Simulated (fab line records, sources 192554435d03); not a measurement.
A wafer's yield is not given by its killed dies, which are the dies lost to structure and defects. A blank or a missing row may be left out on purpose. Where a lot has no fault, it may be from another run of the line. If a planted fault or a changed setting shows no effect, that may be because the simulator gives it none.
Chamber matching | flow n5Finfet | 4 sister chambers for N5_BEOL_M8_ETCH_61 on rieDiel-01
The step etches SiARC in CF4, target depth 45.5 nm, time 75.8 s. 8 wafers are shown with their chamber, then 8 later ones without.

WAFERS WITH THEIR CHAMBER
wafer  | chamber | drypumpMotorCurrentA (A) | showerheadPlenumPTorr (Torr)
L076.3 | 2       | 5.2                      | 2.26
L079.1 | 2       | 5.2                      | 2.26
L078.4 | 3       | 6.5                      | 2.19
L078.5 | 1       | 5.7                      | 2.30
L081.4 | 1       | 5.8                      | 2.29
L085.5 | 3       | 6.6                      | 2.18
L085.6 | 0       | 6.3                      | 2.22
L091.3 | 0       | 6.3                      | 2.21

WAFERS WHOSE CHAMBER IS MISSING
wafer  | drypumpMotorCurrentA (A) | showerheadPlenumPTorr (Torr)
L091.4 | 5.2                      | 2.25
L091.6 | 5.2                      | 2.25
L092.3 | 5.8                      | 2.28
L092.4 | 5.2                      | 2.25
L092.6 | 6.5                      | 2.18
L095.2 | 6.3                      | 2.21
L095.4 | 6.6                      | 2.17
L095.6 | 5.2                      | 2.24

WHICH CHAMBER EACH ONE RAN IN
wafer  | from the rows above | in truth
L091.4 | 2                   | 2
L091.6 | 2                   | 2
L092.3 | 1                   | 1
L092.4 | 2                   | 2
L092.6 | 3                   | 3
L095.2 | 0                   | 0
L095.4 | 3                   | 3
L095.6 | 2                   | 2
Correctly placed: 8 of 8. Left unplaced by these rows: 0. Number placed wrongly: 0.
How it was worked out, from the rows above alone: a wafer's distance from a chamber is the root of the sum, over the readings, of the square of ((its reading less the chamber's mean) divided by the reading's scatter). If the next closest chamber is less than 2 further off than the closest, the wafer can't be placed; otherwise it belongs to the closest. A chamber's mean is the mean of its shown wafers. The scatter: the root of (the sum of the squares of (reading less its chamber's mean) over the shown wafers, divided by (wafers less chambers)).
